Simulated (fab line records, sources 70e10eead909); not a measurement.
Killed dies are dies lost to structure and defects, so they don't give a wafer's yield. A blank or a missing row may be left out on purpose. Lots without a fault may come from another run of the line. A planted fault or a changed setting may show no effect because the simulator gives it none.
A struck lot beside a sound one | flow nand_harc | 18 steps out of a route of 1302
Sound: wafers L597.2, L597.3, L597.5. Struck: wafers L594.2, L594.5, L594.6. The cause comes at the end.
At each step with rows: each side's tool, then ch and its chambers, then its first start. Under that, the readings that differ: sound wafers | struck wafers | difference of the means | sigmas: that difference in standard deviations of wafers without a fault.
alike: readings whose means differ by less than 2 such deviations, and words and numbers that are the same on both sides. not compared: withheld readings, readings that some wafer has no value for, bounds like >300 that may hide the same value, and numbers for which the record gives no deviation and whose values overlap.
The two part at a step that has a row with sigmas, a row that says differs or no value, or rows on one side only. Numbers that don't overlap but have no deviation are shown without sigmas and don't part them. A reading that every wafer of one side lacks parts them only if that side has two wafers or more.

NHARC_P_GATE_ALD_36: deposits SiNx, target thk 20 nm, pulse time 60 s, ald cycles 223.
  sound on ald_sin-02 ch 0,1,2, day 8 12:27; struck on ald_sin-02 ch 0,2,3, day 7 09:56
  alike: heater_power_w, precursor_pulse_height_rel
NHARC_P_GATE_ETCHBACK_37: etches the open film in CHF3/O2, target depth 34.5 nm, time 17.2 s.
  sound on rie_diel-09 ch 1,2; struck on rie_diel-10 ch 1,3
  alike: drypump_motor_current_A, oes_product_au, rf_vpp_V, showerhead_plenum_p_Torr, throttle_valve_pct
  not compared: rf_hours_counter_h
NHARC_P_GATE_STRIP_101: strips in O2, time 20 s.
  sound on rie_diel-09 ch 1,2,3, day 8 22:02; struck on rie_diel-10 ch 1,2, day 7 17:30
  reading               | sound             | struck            | difference | sigmas
  oes_product_au (a.u.) | 1.030 1.010 1.006 | 0.969 0.997 0.976 | -0.035     | -2
  alike: drypump_motor_current_A, rf_vpp_V, showerhead_plenum_p_Torr, throttle_valve_pct
  not compared: rf_hours_counter_h
then, 9 steps without rows for these wafers: NHARC_P_GATE_PRECLEAN_97 (cleans in SPM, time 600 s); NHARC_P_GATE_SRD_98; NHARC_P_GATE_PRECLEAN_99 (cleans in SC1); NHARC_P_GATE_SRD_100; NHARC_P_GATE_DEHYDRATE_38 (time 120 s); NHARC_P_GATE_HMDS_39 (time 30 s); NHARC_P_GATE_COAT_40; NHARC_P_GATE_SOFTBAKE_41 (time 95 s); NHARC_P_GATE_EBR_42.
NHARC_P_GATE_EXPOSE_43: exposes mask P NSD, target cd 720 nm.
  sound on krf_scanner-03 ch 0, day 8 22:41; struck on krf_scanner-04 ch 0, day 7 18:16
  reading | sound                   | struck                  | difference | sigmas
  mask    | P_NSD#0 P_NSD#0 P_NSD#0 | P_PSD#0 P_PSD#0 P_PSD#0 | differs    |
then, 2 steps without rows for these wafers: NHARC_P_GATE_PEB_44 (peb time 85 s); NHARC_P_GATE_DEVELOP_45 (time 70 s).
NHARC_P_GATE_CD_MEAS_46: target cd 720 nm.
  sound on cd_sem-02 ch 0, day 8 22:50; struck on cd_sem-01 ch 0, day 7 18:25
  reading    | sound             | struck | difference                    | sigmas
  cd_nm (nm) | 721.4 722.3 718.3 | - - -  | no value on the struck wafers |
then, 1 step without rows for these wafers: NHARC_P_GATE_HARDBAKE_47 (time 80 s).
-- the record jumps here: 19 days lie between the struck wafers' starts before and after (it left off in module P_GATE and takes up again in module END, whose first step shown is number 1302 of the route) --
NHARC_END_SORT_01:
  sound on prober-02 ch 0, day 27 17:51; struck on prober-02 ch 0, day 26 10:13
  reading             | sound    | struck      | difference | sigmas
  killed_at_array     | 84 93 84 | 26 26 27    | -61        | -4
  killed_at_periphery | 5 3 5    | 650 650 648 | +645       | +99 or more
  killed_dies         | 90 97 89 | 677 677 677 | +585       | +37
  alike: killed_at_other, killed_open, killed_short

WHERE THEY PART
First at NHARC_P_GATE_STRIP_101; last, within this record, at NHARC_END_SORT_01.

WHY: what the simulator had put in
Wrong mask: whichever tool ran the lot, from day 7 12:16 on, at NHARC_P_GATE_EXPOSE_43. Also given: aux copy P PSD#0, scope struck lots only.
